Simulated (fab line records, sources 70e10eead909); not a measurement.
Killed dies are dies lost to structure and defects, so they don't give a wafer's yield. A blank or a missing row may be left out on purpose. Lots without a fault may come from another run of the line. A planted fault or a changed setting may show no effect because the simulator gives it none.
fab line records | flow nand_harc
record lots=7 wafers=21 last_day=32
route steps=1302 shown A_CHANNEL_HOLE_D2@603 A_CHANNEL_FILL_D2@610 END@1302
lots that met no fault: from a run of the same line without faults
start_h: hours from the record's first day to the start of the lot's first wafer shown | wait_h: hours since the lot's step before | " the same as in the row above | L1.1+2: a row that stands for several wafers | - no value, or no start given | * or withheld: withheld | < > ~ a bound
route shown NAME@n: a module of which the file shows steps, and the number in the route of the first | usual: mean/standard deviation of fault-free wafers | same: alike in all rows | chamber/n: place in a boat | sites: the reading at each site | _std_site: their standard deviation | _edge_site: outer sites' mean less inner sites' | radius_mm: how far each site lies from the wafer's centre | mask NAME#n: copy n | behind: the tool/chamber that last shaped the wafer | hold: why the lot was held/for how many hours/how that ended | device: the transistor (n, p or np) that didn't switch | end of line: the same wafers' tests at the end of the route | a step without rows: its recipe alone | killed: dies lost to structure and defects at the first sort, not the wafer's yield | map: a wafer's dies, x killed, . not, _ none there
set.NAME: the setting as run; set.NAME@STEP: as run at that earlier step | model.NAME: the simulator's own value behind a step, which no gauge read
lots at some steps of the route; a table a step, a row a wafer
services: from which hour (start_h, from the record's first day; less than 0 if before it) a tool's chamber was out of use, for how many hours, and why
## steps
# step NHARC_A_CHANNEL_HOLE_D2_ETCH_44
# recipe target_depth_a=1400 overetch_a=140 time_s=77 ion_energy_ev=100 cf4_flow_sccm=80 o2_flow_sccm=20 ar_flow_sccm=0 rf_w=300 bias_w=100 chemistry=CF4/O2
# usual cf4_flow_sccm=79.97/0.25 drypump_motor_current_A=5.8/0.42 o2_flow_sccm=20.01/0.063 oes_product_au=1.003/0.011 rf_vpp_V=198.1/1.3 showerhead_plenum_p_Torr=1.35/0.05 throttle_valve_pct=13.398/0.01
# same time_s=77
# columns lot.wafer tool chamber start_h wait_h cf4_flow_sccm drypump_motor_current_A o2_flow_sccm oes_product_au rf_hours_counter_h rf_vpp_V showerhead_plenum_p_Torr throttle_valve_pct
L283.4 rie_diel-02 1 327.26 0.1 80.07 6.3 20.04 0.990 5 198.1 1.32 13.405
L283.3 " 0 " " 79.97 5.5 19.96 1.000 7 198.7 1.41 13.414
L283.5 " 2 " " 79.83 5.4 19.92 0.999 - 199.2 1.37 13.388
L285.2 rie_diel-04 0 343.58 0.1 80.28 5.8 19.95 1.005 9 196.8 1.34 13.407
L285.1 " 2 " " 80.23 5.7 19.97 1.003 10 195.2 1.25 13.414
L285.6 " 3 " " 79.91 5.3 20.07 1.017 - 198.6 1.35 13.403
L288.2 rie_diel-11 3 369.37 0.1 79.92 5.8 19.93 0.987 6 199.3 1.34 13.394
L288.6 " 3 " " 80.46 5.8 20.03 0.984 - 197.6 1.34 13.409
L288.4 " 1 " " 79.98 5.9 20.10 1.015 - 198.2 1.38 13.415
L291.3 rie_diel-11 2 401.84 0.1 80.19 5.9 20.10 1.000 8 199.3 1.43 13.405
L291.1 " 3 " " 79.78 5.8 20.17 0.980 8 197.8 1.34 13.401
L291.5 " 1 " " 79.70 5.9 20.03 1.017 - 198.7 1.38 13.393
L299.2 rie_diel-11 3 482.27 0.1 79.82 5.8 19.98 0.993 3 197.6 1.34 13.409
L299.4 " 2 " " 79.42 5.9 19.95 0.995 - 198.2 1.43 13.398
L299.6 " 3 " " 80.18 5.8 20.02 1.001 - 198.1 1.34 13.380
L300.3 rie_diel-04 1 487.26 0.1 80.10 6.2 19.98 0.987 9 195.9 1.29 13.400
L300.1 " 2 " " 80.03 5.7 20.03 0.999 8 196.3 1.25 13.395
L300.2 " 0 " " 79.67 5.8 20.10 1.000 10 199.4 1.33 13.397
L301.4 rie_diel-02 0 489.42 0.1 80.35 5.5 20.06 1.003 6 199.1 1.41 13.405
L301.5 " 3 " " 80.09 5.1 20.09 0.995 - 198.1 1.39 13.402
L301.6 " 0 " " 80.05 5.5 19.98 1.001 - 199.0 1.41 13.394
# step NHARC_A_CHANNEL_HOLE_D2_STRIP_28
# recipe o2_flow_sccm=500 ar_flow_sccm=0 bias_w=0 chemistry=O2
# usual drypump_motor_current_A=5.8/0.4 o2_flow_sccm=499.8/1.5 oes_product_au=1.002/0.011 rf_vpp_V=57.9/0.87 showerhead_plenum_p_Torr=3.57/0.12 throttle_valve_pct=17.035/0.01
# columns lot.wafer tool chamber start_h wait_h drypump_motor_current_A o2_flow_sccm oes_product_au rf_hours_counter_h rf_vpp_V showerhead_plenum_p_Torr throttle_valve_pct
L283.3 rie_diel-02 1 - - 6.4 500.9 0.988 5 58.1 3.49 17.044
L283.4 " 2 " " 5.5 501.2 0.990 5 60.0 3.62 17.029
L283.5 " 3 " " 5.2 498.7 0.996 - 56.9 3.67 17.058
L285.1 rie_diel-04 2 - - 5.8 499.2 0.992 10 57.3 3.33 17.006
L285.2 " 3 " " 5.4 501.9 1.006 9 58.5 3.56 17.041
L285.6 " 0 " " 5.8 500.4 1.002 - 58.5 3.53 17.035
L288.2 rie_diel-11 2 - - 5.9 501.5 1.014 6 57.6 3.77 17.028
L288.6 " 1 " " 5.9 500.9 1.010 - 57.8 3.65 17.045
L288.4 " 2 " " 5.9 502.1 1.016 - 59.3 3.77 17.028
L291.3 rie_diel-11 1 - - 5.9 499.9 1.014 9 58.6 3.65 17.019
L291.1 " 2 " " 5.9 499.1 1.013 8 59.0 3.77 17.038
L291.5 " 1 " " 5.9 499.6 1.020 - 56.3 3.65 17.029
L299.2 rie_diel-11 1 - - 5.9 501.8 1.009 1 57.2 3.65 17.036
L299.4 " 2 " " 5.9 501.1 1.000 - 60.0 3.77 17.048
L299.6 " 3 " " 5.8 498.4 0.996 - 57.2 3.54 17.045
L300.3 rie_diel-04 2 - - 5.7 500.8 1.010 8 57.9 3.32 17.037
L300.2 " 0 " " 5.9 498.1 1.002 10 57.7 3.53 17.021
L300.1 " 1 " " 6.2 500.9 0.994 9 57.1 3.42 17.017
L301.4 rie_diel-02 2 - - 5.4 502.8 1.007 5 56.8 3.62 17.040
L301.6 " 1 " " 6.4 501.2 1.016 - 57.2 3.48 17.041
L301.5 " 2 " " 5.4 500.7 1.001 - 57.9 3.62 17.016
# step NHARC_A_CHANNEL_HOLE_D2_PRECLEAN_29
# recipe time_s=* temp_c=50 bath_age_min=0 chemistry=SC1
# step NHARC_A_CHANNEL_HOLE_D2_SRD_30
# step NHARC_A_CHANNEL_HOLE_D2_CD_MEAS_31
# usual cd_nm=89.7/1.3
# columns lot.wafer tool chamber start_h wait_h cd_nm
L283.3 cd_sem-03 - 328.06 - 90.4
L283.4 " - " " 89.8
L283.5 " - " " 89.6
L285.1 cd_sem-03 - 344.49 - 91.0
L285.2 " - " " 87.3
L285.6 " - " " 89.8
L288.2 cd_sem-03 - 370.28 - 89.6
L288.4 " - " " 89.0
L288.6 " - " " 90.5
L291.1 cd_sem-03 - 402.68 0.1 90.8
L291.3 " - " " 90.3
L291.5 " - " " 88.5
L299.2 cd_sem-01 - 483.18 - 91.7
L299.4 " - " " 89.3
L299.6 " - " " 90.8
L300.1 cd_sem-03 - 488.06 - 92.7
L300.2 " - " " 88.8
L300.3 " - " " 90.2
L301.4 cd_sem-01 - 490.22 - 88.1
L301.5 " - " " 89.2
L301.6 " - " " 89.7
# step NHARC_A_CHANNEL_HOLE_D2_XSEM_32
# recipe landing_energy_ev=35000
# step NHARC_A_CHANNEL_HOLE_D2_INSPECT_40
# usual raw_defect_count=287/95
# columns lot.wafer tool chamber start_h wait_h raw_defect_count
L283.3 defect_inspect-01 - 328.25 - 260
L283.4 " - " " 210
L283.5 " - " " 360
L285.1 defect_inspect-02 - 344.67 - 200
L285.2 " - " " 202
L285.6 " - " " 158
L288.2 defect_inspect-01 - 370.47 - 278
L288.4 " - " " 231
L288.6 " - " " 372
L291.1 defect_inspect-02 - 402.87 - 384
L291.3 " - " " 368
L291.5 " - " " 347
L299.2 defect_inspect-02 - 483.37 - 310
L299.4 " - " " 363
L299.6 " - " " 261
L300.1 defect_inspect-01 - 488.24 - 341
L300.2 " - " " 247
L300.3 " - " " 266
L301.4 defect_inspect-02 - 490.41 - 178
L301.5 " - " " 204
L301.6 " - " " 217
# step NHARC_A_CHANNEL_FILL_D2_PRECLEAN_00
# recipe time_s=* temp_c=50 bath_age_min=0 chemistry=SC1
# step NHARC_A_CHANNEL_FILL_D2_SRD_01
# step NHARC_A_CHANNEL_FILL_D2_ALD_02
# recipe target_thk_a=60 pulse_time_s=10 ald_cycles=60 temp_c=300 material=SiO2
# usual ald_cycles=60/0 heater_power_w=419/36 precursor_pulse_height_rel=1.000/0.022
# columns lot.wafer tool chamber start_h wait_h ald_cycles heater_power_w precursor_pulse_height_rel
L283.4 ald_hk-03 1 328.44 - 60 464 0.982
L283.3 " 0 " " 60 416 1.022
L283.5 " 1 " " 60 452 0.972
L285.2 ald_hk-02 3 344.90 0.1 60 374 0.986
L285.1 " 2 " " 60 415 1.046
L285.6 " 3 " " 60 390 0.979
L288.2 ald_hk-02 2 370.66 - 60 431 0.992
L288.4 " 3 " " 60 390 0.988
L288.6 " 2 " " 60 432 1.002
L291.1 ald_hk-03 2 403.06 - 60 364 1.000
L291.3 " 1 " " 60 447 1.021
L291.5 " 3 " " 60 467 1.040
L299.4 ald_hk-02 0 483.81 - 60 383 1.008
L299.2 " 2 " " 60 438 0.991
L299.6 " 3 " " 60 391 1.010
L300.3 ald_hk-02 2 488.44 - 60 436 1.015
L300.1 " 0 " " 60 371 1.025
L300.2 " 1 " " 60 443 0.967
L301.4 ald_hk-03 0 490.83 - 60 408 1.004
L301.5 " 1 " " 60 448 1.004
L301.6 " 2 " " 60 355 1.036
# step NHARC_A_CHANNEL_FILL_D2_ALD_03
# recipe target_thk_a=60 pulse_time_s=60 ald_cycles=58 temp_c=630 pressure_torr=2 material=SiNx
# usual ald_cycles=58/0 precursor_pulse_height_rel=0.998/0.02
# columns lot.wafer tool chamber start_h wait_h ald_cycles precursor_pulse_height_rel
L283.3 ald_sin_batch-02 0 - - 58 0.978
L283.4 " 0 " " 58 1.022
L283.5 " 0 " " 58 0.998
L285.1 ald_sin_batch-03 0 - - 58 0.992
L285.2 " 0 " " 58 0.995
L285.6 " 0 " " 58 1.019
L288.2 ald_sin_batch-03 0 - - 58 0.995
L288.4 " 0 " " 58 0.974
L288.6 " 0 " " 58 0.975
L291.1 ald_sin_batch-01 0 - - 58 0.994
L291.3 " 0 " " 58 0.995
L291.5 " 0 " " 58 1.014
L299.2 ald_sin_batch-01 0 - - 58 0.968
L299.4 " 0 " " 58 0.998
L299.6 " 0 " " 58 0.965
L300.1 ald_sin_batch-03 0 - - 58 0.982
L300.2 " 0 " " 58 0.983
L300.3 " 0 " " 58 1.020
L301.4 ald_sin_batch-03 0 - - 58 1.001
L301.5 " 0 " " 58 1.034
L301.6 " 0 " " 58 0.989
# step NHARC_A_CHANNEL_FILL_D2_ALD_14
# recipe target_thk_a=25 pulse_time_s=10 ald_cycles=25 temp_c=300 material=SiO2
# usual ald_cycles=25/0 heater_power_w=429/43 precursor_pulse_height_rel=1.000/0.021
# columns lot.wafer tool chamber start_h wait_h ald_cycles heater_power_w precursor_pulse_height_rel
L283.4 ald_hk-03 3 335.47 0.0 25 452 1.028
L283.3 " 1 " " 25 457 0.993
L283.5 " 3 " " 25 456 0.985
L285.1 ald_hk-03 3 351.80 0.0 25 447 1.009
L285.2 " 2 " " 25 383 0.996
L285.6 " 0 " " 25 418 0.954
L288.4 ald_hk-02 3 377.68 0.1 25 390 0.992
L288.2 " 0 " " 25 366 1.028
L288.6 " 2 " " 25 433 1.007
L291.1 ald_hk-03 3 410.95 0.9 25 457 1.024
L291.3 " 0 " " 25 400 0.987
L291.5 " 3 " " 25 468 0.973
L299.2 ald_hk-02 3 490.80 0.1 25 389 1.008
L299.4 " 0 " " 25 375 0.981
L299.6 " 3 " " 25 394 0.978
L301.4 ald_hk-03 2 495.65 0.3 25 359 1.052
L301.6 " 3 " " 25 457 0.964
L301.5 " 0 " " 25 400 0.995
L300.1 ald_hk-03 1 495.76 0.4 25 450 0.999
L300.3 " 2 " " 25 362 1.019
L300.2 " 3 " " 25 461 0.983
# step NHARC_A_CHANNEL_FILL_D2_ALD_15
# recipe target_thk_a=20 pulse_time_s=60 ald_cycles=19 temp_c=630 pressure_torr=2 material=SiNx
# usual ald_cycles=19/0 precursor_pulse_height_rel=1.001/0.02
# columns lot.wafer tool chamber start_h wait_h ald_cycles precursor_pulse_height_rel
L283.3 ald_sin_batch-03 0 338.59 - 19 0.998
L283.4 " 0 " " 19 1.005
L283.5 " 0 " " 19 0.987
L285.1 ald_sin_batch-01 0 354.92 - 19 1.008
L285.2 " 0 " " 19 0.961
L285.6 " 0 " " 19 1.050
L288.2 ald_sin_batch-02 0 380.76 - 19 1.022
L288.4 " 0 " " 19 0.977
L288.6 " 0 " " 19 1.000
L291.1 ald_sin_batch-02 0 414.07 - 19 1.015
L291.3 " 0 " " 19 1.013
L291.5 " 0 " " 19 0.987
L299.2 ald_sin_batch-02 0 493.88 - 25 1.016
L299.4 " 0 " " 25 0.987
L299.6 " 0 " " 25 0.995
L300.1 ald_sin_batch-02 0 498.65 - 25 0.994
L300.2 " 0 " " 25 1.006
L300.3 " 0 " " 25 1.033
L301.4 ald_sin_batch-02 0 498.65 - 25 1.001
L301.5 " 0 " " 25 1.001
L301.6 " 0 " " 25 0.988
# step NHARC_A_CHANNEL_FILL_D2_ALD_16
# recipe target_thk_a=15 pulse_time_s=10 ald_cycles=15 temp_c=300 material=SiO2
# step NHARC_END_SORT_01
# recipe temp_c=25
# usual killed_at_array=54/21 killed_at_other=1.0/1.2 killed_at_periphery=3.6/2.6 killed_dies=58/20 killed_open=3.3/1.9 killed_short=2.6/1.5
# same gross_dies=677
# columns lot.wafer tool chamber start_h wait_h killed_at_array killed_at_other killed_at_periphery killed_dies killed_open killed_short
L291.5 prober-01 0 662.96 3.7 45 2 3 50 5 4
L299.2 prober-02 0 741.34 2.8 54 1 1 56 3 3
L299.4 prober-02 0 742.93 3.4 62 3 1 66 3 1
L299.6 prober-02 0 744.53 4.0 37 0 2 39 5 2
# killed by level:class
L291.5 A_CHANNEL_HOLE_D1:chamber_film_flake=16 A_CONTACT:chamber_film_flake=12 A_SLIT:chamber_film_flake=4 A_ONON_D1:geometric_particle:open=2 A_CHANNEL_FILL_D2:geometric_particle:open=2 A_STAIRCASE:chamber_film_flake=2 A_WL_FILL:chamber_film_flake=2 THIN_TSV:chamber_film_flake=2
L299.2 A_CHANNEL_HOLE_D2:chamber_film_flake=24 A_SLIT:chamber_film_flake=18 A_STAIRCASE:chamber_film_flake=5 P_M0:geometric_particle:open=1 A_ONON_D1:geometric_particle:short=1 A_CHANNEL_HOLE_D2:geometric_particle:open=1 A_SGD_CUT:geometric_particle:short=1 A_WL_FILL:geometric_particle:short=1
L299.4 A_CHANNEL_HOLE_D2:chamber_film_flake=32 A_SLIT:chamber_film_flake=17 A_ZERO_WELL:chamber_film_flake=5 A_CHANNEL_HOLE_D1:chamber_film_flake=4 THIN_TSV:chamber_film_flake=3 P_CONTACT:geometric_particle:open=1 A_ONON_D2:geometric_particle:short=1 A_ONON_D2:geometric_particle:open=1
L299.6 A_SLIT:chamber_film_flake=16 A_CHANNEL_HOLE_D2:chamber_film_flake=7 A_CHANNEL_HOLE_D1:chamber_film_flake=6 A_CHANNEL_FILL_D2:geometric_particle:short=2 P_CONTACT:geometric_particle:open=1 P_M0:geometric_particle:open=1 A_CHANNEL_HOLE_D1:geometric_particle:open=1 A_CHANNEL_FILL_D2:geometric_particle:open=1
## services
# columns tool chamber start_h hours kind
rie_diel-02 - 304.69 0.1 repair
rie_diel-04 3 323.75 3.1 repair
ald_sin_batch-01 - 328.11 25.4 repair
rie_diel-04 1 340.13 6.8 repair
ald_sin_batch-02 - 344.65 5.1 repair
ald_hk-02 - 350.27 10.0 pm
rie_diel-04 - 354.97 9.0 pm
rie_diel-11 0 365.98 6.8 repair
rie_diel-11 - 380.82 1.1 repair
rie_diel-04 3 384.00 6.2 repair
rie_diel-04 - 387.22 0.5 repair
rie_diel-02 3 387.93 2.6 repair
ald_hk-03 - 391.36 10.0 pm
rie_diel-02 - 393.85 9.0 pm
ald_hk-02 - 396.91 1.1 repair
rie_diel-11 - 410.55 0.9 repair
rie_diel-11 0 422.80 4.3 repair
rie_diel-11 - 432.50 9.0 pm
rie_diel-02 0 437.00 14.2 repair
rie_diel-04 3 441.13 3.1 repair
rie_diel-11 1 449.44 4.9 repair
rie_diel-04 1 457.37 7.6 repair
rie_diel-11 1 463.06 9.3 repair
rie_diel-11 0 480.55 16.4 repair
## key
first_sign step=NHARC_A_CHANNEL_FILL_D2_ALD_15 reading=ald_cycles direction=up sigmas=99+ usual=19 struck=25
effect none on later readings
met_at NHARC_A_CHANNEL_FILL_D2_ALD_15
struck_wafers L299.2,L299.4,L299.6,L300.1,L300.2,L300.3,L301.4,L301.5,L301.6
tester_left_out L299,L300,L301
onset_between 414.07 493.88
fault kind=process_parameter_drift tool=ald_sin_batch-02 chamber=- onset_h=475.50 steps=NHARC_A_CHANNEL_FILL_D2_ALD_15 channel=ald_cycles offset=6 shape=step end_h=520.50 acts_in=these_recipes_only stated=19
# tester_left_out: of these lots the tester's yield and bins aren't shown, on N5 and GAA mostly nor the transistor test; their killed dies are dies lost to structure and defects alone, not to doping, threshold or leakage, so they don't give the yield
